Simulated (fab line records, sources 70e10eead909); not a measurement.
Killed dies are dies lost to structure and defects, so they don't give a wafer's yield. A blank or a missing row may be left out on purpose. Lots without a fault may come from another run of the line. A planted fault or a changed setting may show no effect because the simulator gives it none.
Chamber matching | flow nand_harc | NHARC_A_CHANNEL_FILL_D2_ALD_14 on ald_hk-04: 4 sister chambers
The step deposits SiO2, target thk 2.5 nm, pulse time 10 s, ald cycles 25. 8 wafers are shown with their chamber, then 7 later ones without.

WAFERS WITH THEIR CHAMBER
wafer  | chamber | heater_power_w (W) | precursor_pulse_height_rel
L077.2 | 0       | 477                | 0.979
L079.2 | 2       | 454                | 0.999
L079.4 | 3       | 455                | 0.953
L082.4 | 1       | 500                | 1.037
L082.5 | 1       | 510                | 0.997
L082.6 | 2       | 455                | 1.006
L086.1 | 3       | 452                | 0.975
L086.3 | 0       | 485                | 1.010

WAFERS WITHOUT THEIR CHAMBER
wafer  | heater_power_w (W) | precursor_pulse_height_rel
L086.4 | 511                | 1.023
L092.2 | 460                | 1.005
L092.3 | 433                | 1.034
L092.5 | 470                | 1.019
L097.1 | 474                | 1.011
L097.3 | 472                | 1.017
L097.5 | 457                | 1.038

WHICH CHAMBER EACH WENT THROUGH
wafer  | from the rows above          | in truth
L086.4 | 1                            | 1
L092.2 | can't be placed: 2 or 3      | 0
L092.3 | can't be placed: 2 or 3      | 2
L092.5 | can't be placed: 0 or 2 or 3 | 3
L097.1 | 0                            | 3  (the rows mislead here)
L097.3 | can't be placed: 0 or 2      | 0
L097.5 | can't be placed: 2 or 3      | 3
Placed correctly: 1 of 7. Can't be placed from these rows: 5 (the true chamber is among the candidates in 4). Placed wrongly: 1.
How it was worked out, from the rows above alone: a wafer's distance from a chamber is the root of the sum, over the readings, of the square of ((its reading less the chamber's mean) divided by the reading's scatter). The wafer belongs to the nearest chamber; if the next one is less than 2 further off, it can't be placed. A chamber's mean is the mean of its shown wafers. The scatter: the root of (the sum of the squares of (reading less its chamber's mean) over the shown wafers, divided by (wafers less chambers)).
